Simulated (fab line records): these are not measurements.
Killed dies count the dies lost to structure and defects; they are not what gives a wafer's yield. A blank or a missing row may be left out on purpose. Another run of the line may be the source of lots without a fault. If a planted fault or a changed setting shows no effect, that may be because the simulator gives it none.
Struck lot and sound lot, side by side -- flow n5 finfet -- 18 out of 1938 route steps
Sound: these wafers, L534.1, L534.3, L534.4. Struck: wafer L539.3. (L539.2, L539.5 of the same lot were not struck and are left out.) The cause comes at the end.
Order at every step that has rows: each side's tool, ch and its chambers, its first start. Under that, the readings that differ: sound wafers -- struck wafers -- difference of the means -- sigmas: that difference in standard deviations of wafers without a fault.
alike: readings with means less than 2 such deviations apart, plus words and numbers identical on both sides. not compared: withheld readings, readings lacking a value on some wafer, bounds such as >300 that could conceal the same value, and numbers that have no deviation in the record and whose values overlap.
The two part at a step that has a row with sigmas, a row that says differs or no value, or rows on one side only. Non-overlapping numbers with no deviation appear without sigmas and do not part them. A reading that every wafer of one side lacks parts them only if that side has two wafers or more.

N5_START_INSPECT_01: inspects for defects (unpatterned scan).
  sound on defect inspect-01 at day 1 12:02; struck on defect inspect-01 at day 2 18:02
  alike: raw defect count
then, 2 steps without rows for these wafers: N5_ZERO_LAYER_PRECLEAN_00 (cleans in SPM, time 600 s); N5_ZERO_LAYER_SRD_01 (time 30 s, dry time 30 s).
N5_ZERO_LAYER_PECVD_02: deposits SiO2 from SiH4/N2O, target thk 10 nm, time 6 s.
  sound on pecvd-02 ch 0,1,2, day 1 12:17; struck on pecvd-01 ch 1, day 2 18:17
reading,sound,struck,difference,sigmas
heater power w (W),727 604 847,999,+273,+2
  alike: showerhead plenum p Torr
then, 4 steps without rows for these wafers: N5_ZERO_LAYER_HMDS_04 (time 60 s); N5_ZERO_LAYER_COAT_05 (resist thk 1000 nm); N5_ZERO_LAYER_EBR_07; N5_ZERO_LAYER_SOFTBAKE_06 (time 90 s).
N5_ZERO_LAYER_EXPOSE_08: exposes mask ZERO, defocus 0 nm, target cd 2000 nm.
  sound on krf scanner-02 ch 0, day 1 12:35; struck on krf scanner-02 ch 0, day 2 18:29
  alike: mask
then, 3 steps without rows for these wafers: N5_ZERO_LAYER_PEB_09; N5_ZERO_LAYER_DEVELOP_10 (develop time 60 s); N5_ZERO_LAYER_HARDBAKE_23 (time 120 s).
N5_ZERO_LAYER_CD_MEAS_11 targets a cd of 2000 nm.
  sound on cd sem-01 ch 0, day 1 12:46; struck on cd sem-01 ch 0, day 2 18:40
reading,sound,struck,difference,sigmas
cd nm (nm),2002.4 2000.4 2001.1,2021.8,+20.5,+14
N5_ZERO_LAYER_DESCUM_16: chemistry O2, time 7.9 s.
  sound on rie diel-05 ch 0,2,3, day 1 12:48; struck on rie diel-03 ch 0, day 2 18:42
  alike: drypump motor current A, oes product au, rf vpp V, showerhead plenum p Torr, throttle valve pct
  not compared: rf hours counter h, model.ZERO_LAYER.cd nm
N5_ZERO_LAYER_ETCH_17: etches SiO2 in CF4, target depth 12 nm, time 13.3 s.
  sound on rie diel-05 ch 0,2,3, day 1 12:50; struck on rie diel-03 ch 0, day 2 18:44
  alike: drypump motor current A, oes product au, rf vpp V, showerhead plenum p Torr, throttle valve pct
  not compared: rf hours counter h
N5_ZERO_LAYER_ETCH_18: etches Si in HBr/Cl2, target depth 120 nm, time 40 s.
  sound on rie si-02 ch 0,1,2, day 1 12:55; struck on rie si-02 ch 0, day 2 18:49
reading,sound,struck,difference,sigmas
model.ZERO_LAYER.cd nm (nm),2002 2000 2001,2022,+21,
  alike: drypump motor current A, oes product au, throttle valve pct
  not compared: rf hours counter h
N5_ZERO_LAYER_STRIP_24: strips in O2.
  sound on plasma asher-01 ch 0,1, day 1 13:02; struck on plasma asher-01 ch 0, day 2 18:55
  alike: drypump motor current A, heater power w, oes product au, strip time to endpoint s
  not compared: rf hours counter h
-- the record jumps here: 7 days lie between the struck wafers' starts before and after (it left off in module ZERO_LAYER and takes up again in module BEOL_M4, whose first step shown is number 1111 of the route) --
N5_BEOL_M4_RC_MEAS_101:
  sound on prober-01 ch 0, day 8 00:06; struck on prober-02 ch 0, day 9 07:48
  alike: DIBL_N, DIBL_P, IOFF_N, IOFF_P, ION_N, ION_P, SS_N, SS_P, VT_N, VT_P

WHERE THEY PART
Earliest at N5_ZERO_LAYER_PECVD_02; latest, in this record, at N5_ZERO_LAYER_CD_MEAS_11. Later steps at which nothing parts them and some readings are alike: N5_ZERO_LAYER_DESCUM_16, N5_ZERO_LAYER_ETCH_17, N5_ZERO_LAYER_ETCH_18, N5_ZERO_LAYER_STRIP_24, N5_BEOL_M4_RC_MEAS_101.

WHY: the cause the simulator had injected
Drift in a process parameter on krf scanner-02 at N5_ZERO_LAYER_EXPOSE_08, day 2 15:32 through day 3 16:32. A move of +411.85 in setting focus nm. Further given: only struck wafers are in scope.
